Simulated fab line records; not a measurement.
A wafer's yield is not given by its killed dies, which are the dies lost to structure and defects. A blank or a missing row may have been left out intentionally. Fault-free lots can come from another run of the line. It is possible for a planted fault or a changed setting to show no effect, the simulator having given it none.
Code-filled problem report in 8D (eight disciplines) form || flow n5Finfet || the parts of the form that need people (team, actions taken, sign-off) are left out

== 1. WHAT WENT WRONG ==
rfFwdPowerW at N5_BEOL_M4_VIA_ETCH_34 reads a mean of 430.7 W on 6 wafers of 2 lots; wafers without a fault read 347.6 W with a standard deviation of 1.2. Relative to the usual mean, that is a shift of +69 standard deviations.
The step: etches the open film in C4F6/O2, target depth 69.4 nm, time 65.9 s.
Seen first at day 12 01:23 on rieDiel-02, wafer L121.4. The record has a number at this step for 24 wafers belonging to 8 lots. Rule for "out", or "out of limits": more than 4 standard deviations from the usual mean. All remaining wafers that have a number are taken as sound.

== 2. WHAT IT IS; WHAT IT IS NOT ==
{"question": "which readings at this step", "is": "rfFwdPowerW", "is not": "drypumpMotorCurrentA, showerheadPlenumPTorr, throttleValvePct"}
{"question": "which lots", "is": "L121, L122", "is not": "L112, L113, L114, L127, L129, L131"}
{"question": "which wafers of those lots", "is": "all that have a number", "is not": "-"}
{"question": "read on which tools", "is": "rieDiel-02", "is not": "rieDiel-04, rieDiel-05"}
{"question": "when", "is": "from day 12 01:23", "is not": "up to then (9 sound wafers); but 9 sound wafers of L127, L129, L131 came after"}

== 3. THE SUSPECTS, EACH WITH WHAT RULES IT OUT ==
Counting: a tool at any process step up to the reading remains a suspect when it ran all the lots that are out and ran no sound lot after the first of those.
- rieDiel-02 at N5_BEOL_M4_VIA_ETCH_34 (etches the open film in C4F6/O2, target depth 69.4 nm, time 65.9 s): kept. It ran every lot that is out, first L121 (day 12 01:23), and no sound lot after that; its last sound lot up to then is L114 (day 10 05:52). Out on those wafers are its own readings of rfFwdPowerW.
Left after counting: rieDiel-02 at N5_BEOL_M4_VIA_ETCH_34.

== 4. THE CAUSE (what the simulator had put in) ==
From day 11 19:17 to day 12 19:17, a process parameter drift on rieDiel-02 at N5_BEOL_M4_VIA_ETCH_34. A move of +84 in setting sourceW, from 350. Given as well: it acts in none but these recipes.
Only this tool survived the counting.

== 5. SEQUENCE OF EFFECTS, ordered by route ==
Each row: a reading where the mean over the struck wafers with a number is more than 3 standard deviations away from the usual. Scope: only readings with a usual standard deviation given in the record; hours: median across lots of the time from each lot's start at the first step in this table that gives one to its start at this step; sigmas: change in usual standard deviations.
{"hours": 0, "step": "N5_BEOL_M4_VIA_ETCH_34", "reading": "oes_f_703_au", "usual": "0.75 a.u.", "on struck wafers": 1.02, "change": "+0.27", "sigmas": "+3.3"}
{"hours": 0, "step": "N5_BEOL_M4_VIA_ETCH_34", "reading": "oes_o_777_au", "usual": "0.75 a.u.", "on struck wafers": 1.01, "change": "+0.26", "sigmas": "+3.2"}
{"hours": 0, "step": "N5_BEOL_M4_VIA_ETCH_34", "reading": "rfFwdPowerW", "usual": "347.6 W", "on struck wafers": 430.7, "change": "+83.1", "sigmas": "+69"}
{"hours": 0, "step": "N5_BEOL_M4_VIA_ETCH_34", "reading": "rfVppV", "usual": "668 V", "on struck wafers": 616, "change": -52, "sigmas": -4.0}
Here are the process steps it includes:
- N5_BEOL_M4_VIA_ETCH_34: etches the open film in C4F6/O2, target depth 69.4 nm, time 65.9 s.
Later steps that measure or inspect, where all struck wafers having a row at the step show a number for every such reading and not one has moved that far: N5_BEOL_M4_RC_MEAS_101.

== 6. WHAT WOULD HAVE CAUGHT IT SOONER ==
First out-of-limits reading in this record: day 12 01:23, which is 6 hours after fault onset at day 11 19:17.
